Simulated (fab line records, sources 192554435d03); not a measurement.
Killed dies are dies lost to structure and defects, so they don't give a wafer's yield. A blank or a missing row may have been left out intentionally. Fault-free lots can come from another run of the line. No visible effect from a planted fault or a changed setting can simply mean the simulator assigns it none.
fab line records	flow n5_finfet	part 2 of 2: steps 5 to 6 of 6
[record] lots = 22	wafers = 66	last_day = 19
route steps=1938 shown BEOL_M7@1297 BEOL_M8@1333
lots that met no fault: taken from a fault-free run of the same line
start_h: hours from the record's first day to the start of the lot's first wafer shown	wait_h: hours elapsed since this lot's preceding step	" the same as in the row above	L1.1+2: a single row standing in for several wafers	- no value, or no start given	* or withheld: withheld	< > ~ a bound
route shown NAME@n: a module of which the file shows steps, and the number in the route of the first	usual: the fault-free wafers' mean and standard deviation	same: alike in all rows	chamber/n: place in a boat	sites: each site's reading	_std_site: how widely they spread, as a standard deviation	_edge_site: outer sites' mean less inner sites'	radius_mm: for every site, how far away it sits from the centre of the wafer	mask NAME#n: copy n	behind: tool/chamber where the wafer was last shaped	hold: why the lot went on hold/how many hours it stayed there/how the hold came to an end	device: names the non-switching transistor (n, p or np)	end of line: the same wafers' tests at the end of the route	for a step that has no rows: nothing shown but its recipe	killed: dies that structure and defects cost at the first sort, which is not the same as the wafer's yield	map: the dies of a wafer, with x for killed, . for not killed, _ for no die there
set.NAME: the setting that was run; set.NAME@STEP: the one run at that earlier step	model.NAME: the simulator's own value behind a step, which no gauge read
one table for each step of the route and one row for each wafer, over a sample of lots
services: from which hour (start_h, from the record's first day; less than 0 if before it) a tool's chamber was out of use, for how many hours, and why
[[steps]]
[step N5_BEOL_M8_CURE_74]
[recipe] temp_c = 385	time_s = 240	ambient = He/Ar	material = SiCOH_lowk
[usual] lamp_power_pct = 52.32/0.055	wafer_temp_C_max = 386.8/0.64
lot.wafer	tool	chamber	start_h	wait_h	lamp_power_pct	wafer_temp_C_max
L074.1	uv_cure-01	2	239.40	0.0	52.21	386.1
L074.3	"	2	"	"	52.35	387.2
L074.6	"	2	"	"	52.37	387.2
L076.1	uv_cure-02	0	253.42	0.0	52.28	386.5
L076.4	"	0	"	"	52.32	386.8
L076.5	"	0	"	"	52.39	387.0
L075.2	uv_cure-02	1	270.84	0.1	52.37	387.1
L075.4	"	1	"	"	52.34	387.1
L075.6	"	1	"	"	52.25	388.3
L078.1	uv_cure-02	0	274.88	0.0	52.25	386.6
L078.3	"	0	"	"	52.28	387.1
L078.4	"	0	"	"	52.28	386.9
L079.1	uv_cure-02	0	278.63	0.0	52.26	386.8
L079.4	"	0	"	"	52.28	386.7
L079.6	"	0	"	"	52.28	387.4
L080.1	uv_cure-02	0	293.96	0.0	52.26	386.3
L080.4	"	0	"	"	52.25	386.3
L080.6	"	0	"	"	52.35	386.3
L081.1	uv_cure-02	0	301.78	0.0	52.29	386.6
L081.3	"	0	"	"	52.35	386.3
L081.4	"	0	"	"	52.34	386.6
L082.3	uv_cure-02	2	305.86	0.2	52.30	386.0
L082.4	"	2	"	"	52.39	386.3
L082.6	"	2	"	"	52.34	387.0
L084.1	uv_cure-03	2	306.43	0.0	52.41	386.6
L084.4	"	2	"	"	52.25	386.5
L084.6	"	2	"	"	52.31	386.3
L083.2	uv_cure-02	0	310.33	0.1	52.29	386.4
L083.4	"	0	"	"	52.22	386.6
L083.6	"	0	"	"	52.31	386.8
L085.2	uv_cure-01	0	317.79	0.1	52.34	386.5
L085.3	"	0	"	"	52.39	387.2
L085.4	"	0	"	"	52.22	387.2
L087.1	uv_cure-01	2	318.26	0.0	52.20	387.1
L087.2	"	2	"	"	52.23	386.7
L087.5	"	2	"	"	52.28	387.0
L086.1	uv_cure-02	2	336.99	0.0	52.31	386.7
L086.5	"	2	"	"	52.35	386.1
L086.6	"	2	"	"	52.28	386.2
L090.3	uv_cure-01	0	340.71	0.2	52.42	386.7
L090.4	"	0	"	"	52.24	386.7
L090.5	"	0	"	"	52.39	386.2
L089.2	uv_cure-02	1	341.40	0.4	52.25	387.3
L089.3	"	1	"	"	52.25	389.3
L089.6	"	1	"	"	52.33	386.5
L092.1	uv_cure-03	2	364.39	0.0	52.36	386.4
L092.2	"	2	"	"	52.27	386.2
L092.6	"	2	"	"	52.39	386.1
L091.1	uv_cure-02	1	365.09	0.3	52.30	387.3
L091.2	"	1	"	"	52.23	387.9
L091.6	"	1	"	"	52.29	386.8
L093.1	uv_cure-01	1	372.15	0.3	52.26	386.0
L093.4	"	1	"	"	52.32	386.8
L093.6	"	1	"	"	52.28	386.9
L094.1	uv_cure-01	2	376.33	0.2	52.29	386.8
L094.2	"	2	"	"	52.31	386.9
L094.5	"	2	"	"	52.22	386.9
L095.2	uv_cure-02	0	376.79	0.6	52.32	386.8
L095.5	"	0	"	"	52.32	387.2
L095.6	"	0	"	"	52.28	387.0
L096.2	uv_cure-02	2	377.42	0.1	52.38	386.5
L096.4	"	2	"	"	52.37	386.7
L096.5	"	2	"	"	52.37	386.6
L097.2	uv_cure-03	1	386.81	0.1	52.33	387.9
L097.3	"	1	"	"	52.31	389.1
L097.6	"	1	"	"	52.36	389.1
[step N5_BEOL_M8_DESCUM_16]
[recipe] chemistry = O2	time_s = 7.9	source_power_w = 50	bias_power_w = 20	pressure_mtorr = 20	rf_frequency_hz = 2.712e+07	temp_c = 40	resist = CAR-ArF	o2_flow_sccm = 225
[usual] chamber_pressure_mTorr = 20.001/0.018	drypump_motor_current_A = 5.8/0.49	oes_product_au = 0.81/0.095	rf_vpp_V = 243.2/1.6	showerhead_plenum_p_Torr = 2.11/0.086	throttle_valve_pct = 20.4/0.38
lot.wafer	tool	chamber	start_h	wait_h	chamber_pressure_mTorr	drypump_motor_current_A	oes_product_au	rf_hours_counter_h	rf_vpp_V	showerhead_plenum_p_Torr	throttle_valve_pct
L074.1	rie_diel-04	1	242.23	0.3	19.978	6.4	0.89	28	243.4	2.14	20.1
L074.3	"	2	"	"	20.008	5.6	0.70	211	241.6	2.01	20.8
L074.6	"	2	"	"	19.957	5.6	0.70	-	241.7	2.00	20.8
L076.1	rie_diel-04	3	256.89	0.0	20.008	5.2	0.97	3	244.7	2.24	19.9
L076.4	"	0	"	"	19.980	6.0	0.71	165	243.6	2.10	21.0
L076.5	"	3	"	"	19.964	5.2	0.96	-	245.1	2.24	19.9
L075.2	rie_diel-03	1	272.74	0.2	20.001	5.2	0.89	26	244.5	2.14	20.1
L075.4	"	2	"	"	19.994	5.3	0.72	162	240.9	2.01	20.2
L075.6	"	1	"	"	19.969	5.2	0.90	-	242.8	2.14	20.0
L078.1	rie_diel-03	2	277.38	0.2	20.002	5.3	0.73	163	241.7	2.01	20.2
L078.3	"	1	"	"	20.015	5.2	0.91	28	241.9	2.14	20.0
L078.4	"	0	"	"	20.019	5.6	0.97	6	245.4	2.25	20.2
L079.1	rie_diel-04	1	282.07	0.4	19.987	6.4	0.86	46	244.0	2.13	20.1
L079.4	"	2	"	"	19.986	5.6	0.69	228	241.3	2.00	20.9
L079.6	"	0	"	"	20.014	6.0	0.71	-	243.4	2.10	21.0
L080.1	rie_diel-04	3	295.93	0.0	20.006	5.2	0.90	17	244.8	2.23	20.0
L080.4	"	1	"	"	19.986	6.4	0.85	52	244.3	2.13	20.1
L080.6	"	1	"	"	19.999	6.4	0.86	-	244.6	2.13	20.1
L081.1	rie_diel-04	2	304.85	0.6	19.998	5.6	0.68	234	241.9	2.00	20.9
L081.3	"	0	"	"	20.053	6.0	0.71	186	240.7	2.09	21.0
L081.4	"	3	"	"	19.979	5.2	0.90	22	244.0	2.23	19.9
L082.3	rie_diel-03	1	308.35	0.0	19.993	5.2	0.87	38	243.6	2.13	20.1
L082.4	"	2	"	"	20.022	5.3	0.72	-	242.1	2.01	20.2
L082.6	"	0	"	"	20.007	5.6	0.94	-	245.1	2.24	20.2
L084.1	rie_diel-04	0	308.51	0.0	19.975	6.0	0.71	187	242.0	2.09	21.0
L084.4	"	3	"	"	20.004	5.2	0.90	23	246.0	2.23	20.0
L084.6	"	3	"	"	19.991	5.2	0.90	-	244.8	2.23	20.0
L083.2	rie_diel-01	3	312.59	0.1	19.970	6.0	0.86	85	241.1	2.04	20.1
L083.4	"	0	"	"	20.048	6.4	0.68	241	244.0	2.14	20.7
L083.6	"	3	"	"	19.991	5.9	0.86	-	240.5	2.04	20.1
L085.2	rie_diel-03	2	319.07	0.0	20.024	5.3	0.72	178	242.9	2.00	20.2
L085.3	"	0	"	"	19.994	5.6	0.92	18	246.3	2.24	20.2
L085.4	"	1	"	"	19.991	5.2	0.87	-	244.6	2.13	20.1
L087.1	rie_diel-01	2	319.86	0.0	20.002	6.6	0.72	200	241.1	2.01	21.0
L087.2	"	0	"	"	19.997	6.4	0.67	244	244.5	2.14	20.7
L087.5	"	2	"	"	20.002	6.5	0.72	-	242.4	2.01	21.0
L086.1	rie_diel-01	1	339.23	0.0	19.967	5.8	0.83	81	242.0	2.02	20.5
L086.5	"	3	"	"	20.004	6.0	0.84	-	242.1	2.03	20.1
L086.6	"	2	"	"	19.993	6.6	0.72	-	241.3	2.00	21.0
L090.3	rie_diel-03	3	343.59	0.0	19.995	6.5	0.94	5	245.0	2.15	20.1
L090.4	"	1	"	"	19.963	5.2	0.86	50	244.2	2.13	20.1
L090.5	"	2	"	"	20.026	5.2	0.71	-	240.7	2.00	20.2
L089.2	rie_diel-04	1	343.84	0.0	20.018	6.4	0.81	72	243.0	2.12	20.2
L089.3	"	2	"	"	20.006	5.6	0.67	248	240.6	1.99	20.9
L089.6	"	2	"	"	20.012	5.6	0.67	-	240.3	1.99	20.9
L092.1	rie_diel-04	3	365.90	0.1	19.993	5.2	0.86	45	245.1	2.22	20.0
L092.2	"	0	"	"	19.997	6.0	0.68	208	242.2	2.09	21.0
L092.6	"	0	"	"	19.978	6.0	0.69	-	240.6	2.09	21.0
L091.1	rie_diel-01	0	369.33	0.3	19.988	6.4	0.99	4	244.5	2.13	20.4
L091.2	"	2	"	"	20.021	6.6	0.71	218	241.2	2.00	21.0
L091.6	"	2	"	"	19.985	6.5	0.72	-	240.2	2.00	21.0
L093.1	rie_diel-01	2	375.37	0.0	20.013	6.6	0.70	221	241.9	2.00	21.1
L093.4	"	0	"	"	20.014	6.4	0.97	6	244.3	2.13	20.4
L093.6	"	0	"	"	20.012	6.4	0.97	-	244.6	2.13	20.4
L094.1	rie_diel-03	1	378.90	0.0	20.011	5.2	0.85	64	242.5	2.13	20.1
L094.2	"	0	"	"	19.993	5.6	0.89	36	244.2	2.24	20.2
L094.5	"	1	"	"	19.971	5.2	0.84	-	243.7	2.12	20.1
L095.2	rie_diel-04	1	379.14	0.0	19.999	6.4	0.80	86	244.1	2.12	20.2
L095.5	"	1	"	"	20.002	6.4	0.81	-	243.8	2.12	20.2
L095.6	"	0	"	"	19.999	6.0	0.68	-	242.7	2.08	21.0
L096.2	rie_diel-03	2	379.49	0.2	20.036	5.2	0.70	200	240.9	2.00	20.2
L096.4	"	1	"	"	19.993	5.2	0.84	64	244.0	2.12	20.1
L096.5	"	0	"	"	19.978	5.6	0.89	-	245.7	2.24	20.2
L097.2	rie_diel-04	0	391.14	0.0	20.012	6.0	0.69	216	241.6	2.08	21.1
L097.3	"	1	"	"	19.976	6.4	0.82	90	244.3	2.11	20.2
L097.6	"	3	"	"	19.970	5.2	0.85	-	244.4	2.22	20.0
[[services]]
tool	chamber	start_h	hours	kind
rie_diel-05	-	215.11	2.8	pm
uv_cure-02	-	221.45	7.5	pm
pvd_sputter-02	-	228.43	5.9	repair
uv_cure-01	-	228.81	1.4	repair
uv_cure-02	-	234.87	1.1	repair
rie_diel-01	0	236.26	2.0	repair
rie_diel-01	1	242.72	9.3	repair
rie_diel-03	1	252.93	10.3	repair
uv_cure-03	-	259.69	0.6	repair
uv_cure-03	-	261.86	7.1	pm
rie_diel-04	2	296.24	7.2	repair
rie_diel-06	-	299.45	1.1	repair
rie_diel-05	2	308.01	10.4	repair
uv_cure-03	-	339.40	2.8	pm
uv_cure-02	-	343.51	0.6	repair
rie_diel-03	0	346.69	3.6	repair
rie_diel-02	0	347.03	9.0	repair
rie_diel-06	1	354.73	9.2	repair
rie_diel-03	3	355.22	1.7	repair
rie_diel-03	0	357.58	3.6	repair
rie_diel-04	0	357.66	5.9	repair
uv_cure-02	-	370.71	6.0	pm
rie_diel-03	-	374.21	0.7	repair
pvd_sputter-02	-	382.94	2.5	repair
